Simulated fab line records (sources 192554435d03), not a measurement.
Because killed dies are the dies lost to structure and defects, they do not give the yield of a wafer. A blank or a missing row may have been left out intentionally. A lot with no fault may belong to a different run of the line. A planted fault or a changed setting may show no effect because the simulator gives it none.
Chamber matching + flow n5 finfet + rie diel-05 running N5_FIN_CUT_ETCH_30: 4 sister chambers
The step etches underlayer in N2/H2, target depth 13 nm, time 10.4 s. 8 wafers are shown with their chamber, then 7 later ones without.

== WAFERS PAIRED WITH THEIR CHAMBERS ==
| wafer  | chamber | drypump motor current A (A) | showerhead plenum p Torr (Torr) |
|--------|---------|-----------------------------|---------------------------------|
| L075.6 | 1       | 5.6                         | 2.56                            |
| L077.5 | 1       | 5.6                         | 2.56                            |
| L081.4 | 0       | 5.8                         | 2.64                            |
| L082.1 | 3       | 5.8                         | 2.56                            |
| L082.2 | 2       | 5.3                         | 2.54                            |
| L082.5 | 3       | 5.9                         | 2.56                            |
| L087.2 | 2       | 5.3                         | 2.53                            |
| L087.3 | 0       | 5.8                         | 2.63                            |

== WAFERS WHOSE CHAMBER IS MISSING ==
| wafer  | drypump motor current A (A) | showerhead plenum p Torr (Torr) |
|--------|-----------------------------|---------------------------------|
| L087.5 | 5.8                         | 2.56                            |
| L088.1 | 5.8                         | 2.55                            |
| L088.3 | 5.5                         | 2.55                            |
| L088.5 | 5.8                         | 2.63                            |
| L090.1 | 5.5                         | 2.55                            |
| L090.3 | 5.8                         | 2.55                            |
| L090.4 | 5.8                         | 2.63                            |

== WHICH CHAMBER EACH WENT THROUGH ==
| wafer  | from the rows above | in truth |
|--------|---------------------|----------|
| L087.5 | 3                   | 3        |
| L088.1 | 3                   | 3        |
| L088.3 | 1                   | 1        |
| L088.5 | 0                   | 0        |
| L090.1 | 1                   | 1        |
| L090.3 | 3                   | 3        |
| L090.4 | 0                   | 0        |
7 of 7 placed correctly. Left unplaced by these rows: 0. 0 placed wrongly.
How it was worked out, from the rows above alone: a wafer's distance from a chamber is the root of the sum, over the readings, of the square of ((its reading less the chamber's mean) divided by the reading's scatter). The wafer belongs to the nearest chamber; if the next one is less than 2 further off, it can't be placed. The mean given for a chamber averages the wafers shown for that chamber. How the scatter is found: for the shown wafers, subtract from each reading the mean of its chamber, square and add these, divide the total by (wafers less chambers), then take the root.
